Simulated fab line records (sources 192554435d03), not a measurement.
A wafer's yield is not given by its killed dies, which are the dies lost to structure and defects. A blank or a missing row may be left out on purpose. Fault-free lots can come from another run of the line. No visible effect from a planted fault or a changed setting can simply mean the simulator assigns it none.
Chamber matching ; flow n5Finfet ; N5_BEOL_M2_ILD_DEP_00 on pecvd-02 has 3 sister chambers
The step deposits SiOC from DEMS/O2, target thk 79 nm, time 15.3 s. 3 wafers are shown with their chamber, then 7 later ones without.

EACH WAFER AND ITS CHAMBER
wafer;chamber;throttleValvePct (%)
L086.3;2;11.2
L086.6;0;11.7
L090.4;1;12.7

WAFERS WITH NO CHAMBER GIVEN
wafer;throttleValvePct (%)
L090.5;11.9
L092.2;12.6
L092.3;11.3
L092.6;10.8
L094.2;11.8
L094.3;11.3
L094.4;11.4

EACH ONE'S CHAMBER
wafer;from the rows above;in truth
L090.5;0;0
L092.2;1;1
L092.3;can't be placed: 2 or 0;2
L092.6;2;2
L094.2;0;0
L094.3;can't be placed: 2 or 0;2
L094.4;can't be placed: 2 or 0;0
4 of 7 placed correctly. Unplaceable from these rows: 3, with the true chamber sitting among the candidates in 3. Wrongly placed: 0.
How it was worked out, from the rows above alone: a wafer's distance from a chamber is the root of the sum, over the readings, of the square of ((its reading less the chamber's mean) divided by the reading's scatter). If the next closest chamber is less than 2 further off than the closest, the wafer can't be placed; otherwise it belongs to the closest. A chamber's mean is the mean of its shown wafers. The scatter: with one shown wafer a chamber, the root of the mean of the squares of how far each hidden wafer lies from its nearest shown one.
